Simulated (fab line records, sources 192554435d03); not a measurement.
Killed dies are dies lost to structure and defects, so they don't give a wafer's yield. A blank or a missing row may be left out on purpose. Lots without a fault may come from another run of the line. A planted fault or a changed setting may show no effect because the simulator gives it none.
fab line records | flow n5_finfet | part 1 of 2: steps 1 to 4 of 6
record lots=20 wafers=60 last_day=18
route steps=1938 shown FIN_SAQP@118 FIN_CUT@168 STI_FIN_REVEAL@187
lots that met no fault: from a run of the same line without faults
start_h: hours from the record's first day to the start of the lot's first wafer shown | wait_h: hours since the lot's step before | " the same as in the row above | L1.1+2: a row that stands for several wafers | - no value, or no start given | * or withheld: withheld | < > ~ a bound
route shown NAME@n: a module of which the file shows steps, and the number in the route of the first | usual: mean/standard deviation of fault-free wafers | same: alike in all rows | chamber/n: place in a boat | sites: the reading at each site | _std_site: their standard deviation | _edge_site: outer sites' mean less inner sites' | radius_mm: how far each site lies from the wafer's centre | mask NAME#n: copy n | behind: the tool/chamber that last shaped the wafer | hold: why the lot was held/for how many hours/how that ended | device: the transistor (n, p or np) that didn't switch | end of line: the same wafers' tests at the end of the route | a step without rows: its recipe alone | killed: dies lost to structure and defects at the first sort, not the wafer's yield | map: a wafer's dies, x killed, . not, _ none there
set.NAME: the setting as run; set.NAME@STEP: as run at that earlier step | model.NAME: the simulator's own value behind a step, which no gauge read
steps of the route over a sample of lots; a table a step, a row a wafer
services: from which hour (start_h, from the record's first day; less than 0 if before it) a tool's chamber was out of use, for how many hours, and why
## steps
# step N5_FIN_SAQP_HM_OPEN_73
# recipe chemistry=CHF3/O2 target=SiO2 stop_on=a-Si target_depth_a=120 over_etch_frac=1.8 mask_material=SOC time_s=16.8 pressure_mtorr=30 source_w=650 bias_w=170 Ar_flow_sccm=200 CHF3_flow_sccm=50 O2_flow_sccm=5 ion_energy_ev=200 ends=end_point
# usual drypump_motor_current_A=5.7/0.41 mfc_ar_sccm=200.0/0.6 oes_product_au=0.45/0.044 rf_vpp_V=529/21 showerhead_plenum_p_Torr=2.45/0.058 throttle_valve_pct=18.85/0.19
# same over_etch_frac=1.8
# columns lot.wafer tool chamber start_h wait_h drypump_motor_current_A mfc_ar_sccm oes_product_au rf_hours_counter_h rf_vpp_V showerhead_plenum_p_Torr throttle_valve_pct
L074.3 rie_diel-05 3 22.46 0.0 6.1 200.5 0.44 171 526 2.39 18.89
L074.4 " 2 " " 5.7 199.5 0.50 60 544 2.52 18.61
L074.6 " 2 " " 5.7 200.9 0.50 - 542 2.52 18.60
L075.1 rie_diel-06 3 28.69 0.0 5.7 200.1 0.41 224 513 2.46 18.70
L075.2 " 2 " " 6.4 199.5 0.43 218 555 2.46 18.80
L075.4 " 0 " " 5.3 200.3 0.44 153 504 2.35 19.00
L076.2 rie_diel-06 3 33.82 0.0 5.7 200.0 0.41 225 512 2.46 18.71
L076.3 " 2 " " 6.4 200.0 0.43 219 554 2.46 18.81
L076.4 " 1 " " 6.5 199.7 0.44 198 546 2.50 18.78
L077.2 rie_diel-04 0 39.98 0.0 5.3 199.5 0.42 195 549 2.50 19.17
L077.5 " 1 " " 5.4 200.6 0.45 - 516 2.47 18.74
L077.6 " 0 " " 5.3 199.4 0.43 - 549 2.50 19.16
L080.1 rie_diel-04 2 58.58 0.0 5.9 199.7 0.52 69 547 2.54 18.82
L080.3 " 3 " " 5.4 199.2 0.44 190 481 2.39 19.00
L080.4 " 1 " " 5.4 199.5 0.45 193 518 2.47 18.76
L081.2 rie_diel-06 0 65.07 0.0 5.4 200.1 0.43 166 501 2.34 19.04
L081.3 " 1 " " 6.5 200.4 0.44 210 547 2.49 18.80
L081.5 " 0 " " 5.4 199.5 0.44 - 501 2.34 19.04
L082.3 rie_diel-06 2 70.36 0.0 6.4 199.8 0.42 232 555 2.46 18.82
L082.4 " 0 " " 5.3 199.8 0.43 - 502 2.34 19.02
L082.6 " 2 " " 6.4 200.8 0.43 - 553 2.46 18.83
L084.2 rie_diel-05 1 81.75 0.0 6.1 200.9 0.57 4 525 2.47 18.45
L084.4 " 0 " " 5.4 199.1 0.41 237 535 2.38 19.00
L084.6 " 0 " " 5.3 200.0 0.40 - 537 2.38 19.00
L085.1 rie_diel-04 0 88.20 0.0 5.3 199.8 0.42 213 549 2.49 19.19
L085.2 " 1 " " 5.4 199.8 0.44 200 517 2.46 18.76
L085.6 " 0 " " 5.3 200.4 0.43 - 547 2.49 19.19
L086.2 rie_diel-04 2 93.17 0.0 5.8 199.3 0.50 80 547 2.53 18.83
L086.5 " 0 " " 5.3 200.6 0.42 - 548 2.49 19.20
L086.6 " 1 " " 5.4 199.1 0.45 - 518 2.46 18.78
L087.2 rie_diel-04 1 102.47 0.0 5.4 199.8 0.43 205 518 2.46 18.77
L087.3 " 2 " " 5.9 200.4 0.50 83 546 2.53 18.81
L087.6 " 1 " " 5.4 200.2 0.45 - 516 2.46 18.78
L088.1 rie_diel-06 2 105.85 0.0 6.4 200.5 0.41 246 554 2.45 18.83
L088.2 " 1 " " 6.5 199.6 0.43 226 546 2.49 18.83
L088.3 " 3 " " 5.7 200.0 0.41 249 513 2.45 18.72
L089.2 rie_diel-04 1 112.39 0.0 5.4 199.6 0.43 208 517 2.46 18.76
L089.4 " 2 " " 5.8 200.3 0.50 85 546 2.53 18.82
L089.6 " 3 " " 5.4 199.4 0.44 - 480 2.38 19.04
L090.1 rie_diel-05 0 118.14 0.0 5.4 199.4 0.40 249 535 2.38 19.00
L090.3 " 2 " " 5.7 200.5 0.47 100 541 2.51 18.67
L090.5 " 0 " " 5.4 199.7 0.40 - 535 2.38 19.01
L092.1 rie_diel-04 3 129.93 0.0 5.3 199.8 0.43 213 481 2.38 19.05
L092.3 " 1 " " 5.3 199.8 0.44 214 517 2.46 18.78
L092.4 " 2 " " 5.8 199.6 0.50 90 547 2.53 18.85
L093.1 rie_diel-04 2 135.94 0.0 5.9 198.8 0.49 93 545 2.53 18.86
L093.5 " 2 " " 5.8 199.5 0.50 - 546 2.53 18.85
L093.6 " 1 " " 5.4 200.1 0.44 - 520 2.46 18.78
L094.2 rie_diel-05 2 142.25 0.0 5.7 200.6 0.47 111 543 2.50 18.69
L094.3 " 3 " " 6.1 198.8 0.42 220 524 2.38 18.95
L094.5 " 2 " " 5.7 201.4 0.47 - 541 2.50 18.69
L095.1 rie_diel-06 3 148.42 0.0 5.7 199.0 0.54 10 512 2.44 18.36
L095.2 " 1 " " 6.5 199.9 0.41 245 546 2.48 18.86
L095.4 " 2 " " 6.4 199.5 0.59 2 556 2.45 18.49
L096.4 rie_diel-05 1 153.59 0.0 6.1 200.0 0.52 30 523 2.46 18.48
L096.5 " 3 " " 6.1 199.9 0.43 - 525 2.37 18.97
L096.6 " 0 " " 5.3 199.2 0.56 - 535 2.37 18.72
L097.2 rie_diel-04 2 161.33 0.0 5.8 200.7 0.49 101 546 2.52 18.85
L097.4 " 3 " " 5.4 199.8 0.42 224 480 2.38 19.06
L097.5 " 2 " " 5.9 201.2 0.49 - 545 2.52 18.86
# step N5_FIN_SAQP_MANDREL_ETCH_58
# recipe chemistry=HBr/Cl2 target=a-Si target_depth_a=450 bt_time_s=10 stop_on=SiNx mask_material=SiO2 over_etch_frac=0.8 time_s=27 pressure_mtorr=10 icp_w=800 bias_w=75 HBr_flow_sccm=150 Cl2_flow_sccm=80 ends=end_point
# usual drypump_motor_current_A=5.7/0.3 oes_product_au=0.700/0.014 throttle_valve_pct=35.8/0.45
# same over_etch_frac=0.8
# columns lot.wafer tool chamber start_h wait_h drypump_motor_current_A oes_product_au rf_hours_counter_h throttle_valve_pct
L074.3 rie_si-03 1 24.46 0.0 5.3 0.700 6 36.3
L074.4 " 3 " " 5.3 0.677 53 36.2
L074.6 " 3 " " 5.3 0.690 - 36.2
L075.1 rie_si-03 2 31.01 0.0 6.3 0.707 54 36.0
L075.2 " 3 " " 5.2 0.683 53 36.2
L075.4 " 1 " " 5.3 0.719 6 36.3
L076.2 rie_si-06 3 36.84 0.0 5.7 0.707 25 36.1
L076.3 " 2 " " 5.8 0.687 2 35.8
L076.4 " 0 " " 5.8 0.701 158 35.9
L077.2 rie_si-03 0 42.05 0.0 5.4 0.698 154 35.4
L077.5 " 3 " " 5.3 0.689 - 36.2
L077.6 " 0 " " 5.4 0.719 - 35.4
L080.1 rie_si-01 0 60.70 0.0 5.7 0.692 53 35.1
L080.3 " 1 " " 5.7 0.670 154 36.4
L080.4 " 2 " " 6.0 0.701 24 35.5
L081.2 rie_si-03 0 67.25 0.0 5.5 0.705 155 35.4
L081.3 " 3 " " 5.2 0.680 54 36.2
L081.5 " 0 " " 5.4 0.714 - 35.4
L082.3 rie_si-03 1 73.03 0.0 5.3 0.702 7 36.3
L082.4 " 2 " " 6.3 0.715 54 36.0
L082.6 " 1 " " 5.3 0.714 - 36.3
L084.2 rie_si-06 1 84.95 0.0 5.7 0.701 41 35.9
L084.4 " 2 " " 5.9 0.693 3 35.8
L084.6 " 2 " " 5.9 0.691 - 35.8
L085.1 rie_si-01 1 90.21 0.0 5.7 0.675 155 36.4
L085.2 " 2 " " 6.0 0.693 25 35.5
L085.6 " 1 " " 5.7 0.684 - 36.4
L086.2 rie_si-03 2 95.16 0.0 6.3 0.705 55 36.0
L086.5 " 0 " " 5.4 0.707 - 35.4
L086.6 " 1 " " 5.3 0.712 - 36.3
L087.2 rie_si-01 2 104.53 0.0 5.9 0.701 25 35.5
L087.3 " 0 " " 5.7 0.707 54 35.1
L087.6 " 2 " " 5.9 0.697 - 35.5
L088.1 rie_si-01 0 107.87 0.0 5.7 0.709 54 35.1
L088.2 " 2 " " 6.0 0.707 25 35.5
L088.3 " 1 " " 5.7 0.677 155 36.4
L089.2 rie_si-01 0 114.46 0.0 5.7 0.698 54 35.1
L089.4 " 2 " " 6.0 0.701 25 35.5
L089.6 " 0 " " 5.7 0.710 - 35.1
L090.1 rie_si-01 3 120.36 0.0 5.9 0.705 1 35.4
L090.3 " 0 " " 5.7 0.707 55 35.2
L090.5 " 0 " " 5.7 0.705 - 35.1
L092.1 rie_si-01 0 132.23 0.0 5.7 0.711 55 35.1
L092.3 " 2 " " 6.0 0.691 26 35.5
L092.4 " 3 " " 5.9 0.709 2 35.4
L093.1 rie_si-01 0 139.14 0.0 5.7 0.724 55 35.1
L093.5 " 1 " " 5.7 0.701 - 36.4
L093.6 " 2 " " 6.0 0.706 - 35.5
L094.2 rie_si-03 3 144.63 0.0 5.3 0.686 55 36.2
L094.3 " 1 " " 5.3 0.706 9 36.3
L094.5 " 3 " " 5.2 0.676 - 36.2
L095.1 rie_si-03 1 150.42 0.0 5.3 0.718 9 36.2
L095.2 " 3 " " 5.3 0.683 55 36.2
L095.4 " 0 " " 5.4 0.715 157 35.4
L096.4 rie_si-03 2 155.76 0.0 6.3 0.709 56 36.0
L096.5 " 1 " " 5.3 0.722 - 36.3
L096.6 " 0 " " 5.4 0.712 - 35.4
L097.2 rie_si-03 3 163.36 0.0 5.3 0.678 55 36.2
L097.4 " 2 " " 6.3 0.730 56 36.0
L097.5 " 2 " " 6.3 0.714 - 36.0
# step N5_FIN_SAQP_ETCH_67
# recipe chemistry=CH3F/O2 target=SiNx target_depth_a=300 mask_material=SOC pressure_mtorr=30 source_w=395 bias_w=73 Ar_flow_sccm=150 CH3F_flow_sccm=30 O2_flow_sccm=20 ion_energy_ev=120
# usual drypump_motor_current_A=5.7/0.39 mfc_ar_sccm=149.9/0.47 oes_product_au=0.76/0.089 rf_vpp_V=300/10 showerhead_plenum_p_Torr=2.03/0.053 throttle_valve_pct=16.38/0.21
# columns lot.wafer tool chamber start_h wait_h drypump_motor_current_A mfc_ar_sccm oes_product_au rf_hours_counter_h rf_vpp_V showerhead_plenum_p_Torr throttle_valve_pct
L074.3 rie_diel-06 2 25.05 0.0 6.4 149.7 0.73 216 315 2.05 16.36
L074.4 " 0 " " 5.3 150.0 0.73 151 286 1.94 16.50
L074.6 " 0 " " 5.3 150.5 0.72 - 286 1.94 16.51
L075.1 rie_diel-05 1 31.65 0.0 6.1 149.7 0.67 244 297 2.05 16.39
L075.2 " 3 " " 6.1 150.4 0.73 175 299 1.98 16.43
L075.4 " 2 " " 5.7 150.0 0.84 64 309 2.10 16.16
L076.2 rie_diel-05 3 37.61 0.0 6.1 149.5 0.73 177 299 1.98 16.43
L076.3 " 1 " " 6.2 150.4 0.67 246 298 2.05 16.40
L076.4 " 0 " " 5.3 149.5 0.68 217 304 1.98 16.49
L077.2 rie_diel-06 2 42.64 0.0 6.4 150.3 0.71 222 314 2.05 16.38
L077.5 " 3 " " 5.7 150.2 0.69 - 291 2.05 16.33
L077.6 " 0 " " 5.3 149.2 0.71 - 285 1.94 16.52
L080.1 rie_diel-05 0 61.32 0.0 5.4 150.1 0.67 227 305 1.98 16.52
L080.3 " 2 " " 5.7 148.6 0.83 76 309 2.10 16.18
L080.4 " 3 " " 6.1 149.8 0.72 - 298 1.98 16.47
L081.2 rie_diel-05 0 67.84 0.0 5.3 149.6 0.67 230 302 1.97 16.53
L081.3 " 2 " " 5.7 150.8 0.82 80 309 2.09 16.21
L081.5 " 2 " " 5.6 150.8 0.82 - 309 2.09 16.18
L082.3 rie_diel-05 3 73.63 0.0 6.2 150.4 0.72 193 299 1.98 16.47
L082.4 " 1 " " 6.1 149.8 0.98 1 299 2.05 15.93
L082.6 " 2 " " 5.7 149.6 0.81 - 308 2.09 16.19
L084.2 rie_diel-04 2 85.54 0.0 5.9 149.8 0.86 78 309 2.11 16.35
L084.4 " 3 " " 5.3 149.5 0.73 199 273 1.98 16.59
L084.6 " 1 " " 5.4 150.0 0.72 - 295 2.05 16.35
L085.1 rie_diel-04 0 90.80 0.0 5.3 150.1 0.70 214 312 2.07 16.76
L085.2 " 2 " " 5.8 150.2 0.86 79 311 2.11 16.34
L085.6 " 2 " " 5.9 150.4 0.85 - 309 2.11 16.36
L086.2 rie_diel-06 3 95.88 0.0 5.7 150.3 0.69 246 292 2.04 16.36
L086.5 " 3 " " 5.7 150.0 0.68 - 293 2.04 16.36
L086.6 " 2 " " 6.4 150.3 0.71 - 315 2.04 16.42
L087.2 rie_diel-04 1 105.11 0.0 5.4 150.0 0.73 206 294 2.05 16.36
L087.3 " 3 " " 5.4 149.9 0.73 205 273 1.98 16.62
L087.6 " 2 " " 5.8 149.9 0.84 - 310 2.11 16.36
L088.1 rie_diel-06 1 108.45 0.0 6.5 149.6 0.72 226 311 2.06 16.37
L088.2 " 3 " " 5.7 149.2 0.67 250 292 2.04 16.37
L088.3 " 2 " " 6.4 150.3 0.70 247 315 2.04 16.41
L089.2 rie_diel-05 1 115.23 0.0 6.1 149.7 0.93 15 297 2.05 15.96
L089.4 " 3 " " 6.1 149.8 0.71 209 300 1.97 16.49
L089.6 " 0 " " 5.3 149.6 0.66 - 303 1.97 16.56
L090.1 rie_diel-05 3 120.95 0.0 6.1 150.2 0.71 210 299 1.97 16.50
L090.3 " 0 " " 5.3 150.3 0.65 249 301 1.97 16.55
L090.5 " 1 " " 6.0 149.5 0.94 - 297 2.05 15.98
L092.1 rie_diel-06 3 132.82 0.0 5.7 148.8 0.94 3 291 2.04 15.92
L092.3 " 0 " " 5.4 150.2 0.69 191 285 1.93 16.57
L092.4 " 1 " " 6.5 149.7 0.72 - 309 2.06 16.39
L093.1 rie_diel-05 2 139.73 0.0 5.7 151.1 0.80 110 308 2.08 16.25
L093.5 " 2 " " 5.7 149.5 0.79 - 309 2.08 16.25
L093.6 " 3 " " 6.1 149.3 0.69 - 298 1.97 16.51
L094.2 rie_diel-04 2 145.22 0.0 5.8 149.9 0.83 96 310 2.10 16.38
L094.3 " 3 " " 5.3 150.6 0.72 218 274 1.98 16.63
L094.5 " 0 " " 5.3 149.5 0.69 - 312 2.07 16.80
L095.1 rie_diel-05 0 151.01 0.0 5.3 150.3 0.94 3 302 1.97 16.18
L095.2 " 3 " " 6.1 149.4 0.69 223 299 1.97 16.51
L095.4 " 1 " " 6.1 150.0 0.90 29 297 2.04 16.01
L096.4 rie_diel-04 2 156.35 0.0 5.9 149.8 0.83 99 310 2.10 16.38
L096.5 " 1 " " 5.4 150.4 0.72 - 294 2.04 16.42
L096.6 " 2 " " 5.9 149.8 0.83 - 310 2.10 16.39
L097.2 rie_diel-06 0 163.95 0.0 5.3 149.7 0.68 204 285 1.93 16.61
L097.4 " 0 " " 5.4 149.7 0.68 - 286 1.93 16.61
L097.5 " 3 " " 5.7 150.5 0.90 - 290 2.03 15.96
# step N5_FIN_SAQP_ETCH_64
# recipe chemistry=CF4 target=SiO2 target_depth_a=15 ion_energy_ev=350 pressure_mtorr=10 icp_w=800 bias_w=400 cf4_flow_sccm=80
# usual drypump_motor_current_A=5.7/0.3 oes_product_au=1.004/0.024 throttle_valve_pct=21.97/0.23
# columns lot.wafer tool chamber start_h wait_h drypump_motor_current_A oes_product_au rf_hours_counter_h throttle_valve_pct
L074.3 rie_si-01 1 26.29 0.0 5.7 0.950 154 22.40
L074.4 " 0 " " 5.7 1.032 - 21.93
L074.6 " 1 " " 5.7 0.962 - 22.39
L075.1 rie_si-06 0 32.74 0.0 5.8 1.022 158 21.69
L075.2 " 2 " " 5.8 0.967 2 21.80
L075.4 " 1 " " 5.7 1.022 40 21.85
L076.2 rie_si-06 0 38.81 0.0 5.8 1.018 158 21.69
L076.3 " 2 " " 5.8 0.973 2 21.79
L076.4 " 1 " " 5.7 1.024 41 21.85
L077.2 rie_si-06 3 44.07 0.1 5.7 1.035 25 22.02
L077.5 " 1 " " 5.7 1.027 - 21.84
L077.6 " 2 " " 5.8 0.974 - 21.78
L080.1 rie_si-06 1 62.56 0.0 5.7 1.020 41 21.84
L080.3 " 2 " " 5.8 0.962 3 21.79
L080.4 " 0 " " 5.8 1.015 159 21.70
L081.2 rie_si-03 2 69.02 0.0 6.3 0.987 54 22.20
L081.3 " 0 " " 5.4 1.023 155 21.56
L081.5 " 1 " " 5.3 1.005 - 22.15
L082.3 rie_si-03 0 74.71 0.0 5.4 1.019 155 21.57
L082.4 " 2 " " 6.3 0.999 54 22.17
L082.6 " 1 " " 5.3 1.005 - 22.15
L084.2 rie_si-03 1 86.83 0.0 5.3 0.996 8 22.17
L084.4 " 0 " " 5.4 1.020 155 21.56
L084.6 " 3 " " 5.2 1.013 - 22.21
L085.1 rie_si-06 1 92.03 0.0 5.7 1.039 42 21.85
L085.2 " 3 " " 5.7 1.032 26 22.01
L085.6 " 0 " " 5.8 1.020 - 21.72
L086.2 rie_si-06 3 97.04 0.0 5.7 1.029 26 22.03
L086.5 " 1 " " 5.7 1.018 - 21.85
L086.6 " 0 " " 5.8 1.011 - 21.71
L087.2 rie_si-01 0 106.57 0.0 5.7 1.040 54 21.91
L087.3 " 2 " " 6.0 0.978 25 21.84
L087.6 " 0 " " 5.7 1.023 - 21.93
L088.1 rie_si-06 2 109.55 0.0 5.8 0.970 4 21.80
L088.2 " 0 " " 5.8 1.019 160 21.70
L088.3 " 3 " " 5.6 1.026 26 22.02
L089.2 rie_si-01 2 116.31 0.0 5.9 0.967 25 21.85
L089.4 " 0 " " 5.7 1.028 54 21.93
L089.6 " 3 " " 5.9 1.007 - 21.86
L090.1 rie_si-03 1 122.03 0.0 5.3 1.006 8 22.17
L090.3 " 3 " " 5.2 1.005 55 22.21
L090.5 " 1 " " 5.3 0.994 - 22.15
L092.1 rie_si-03 1 134.26 0.0 5.3 1.010 9 22.16
L092.3 " 3 " " 5.2 1.005 55 22.22
L092.4 " 0 " " 5.4 1.020 156 21.56
L093.1 rie_si-01 2 140.82 0.0 6.0 0.973 26 21.85
L093.5 " 3 " " 5.9 1.006 - 21.86
L093.6 " 2 " " 6.0 0.967 - 21.84
L094.2 rie_si-03 0 146.83 0.0 5.4 1.021 157 21.55
L094.3 " 2 " " 6.3 0.980 56 22.20
L094.5 " 3 " " 5.2 1.009 - 22.21
L095.1 rie_si-01 0 152.14 0.0 5.7 1.018 55 21.91
L095.2 " 1 " " 5.7 0.957 156 22.39
L095.4 " 3 " " 5.9 1.000 2 21.84
L096.4 rie_si-06 3 157.80 0.0 5.7 1.033 - 22.01
L096.5 " 0 " " 5.8 1.029 - 21.71
L096.6 " 1 " " 5.7 1.020 - 21.86
L097.2 rie_si-03 0 165.92 0.0 5.4 1.022 157 21.58
L097.4 " 1 " " 5.3 1.006 9 22.16
L097.5 " 0 " " 5.4 1.022 - 21.58
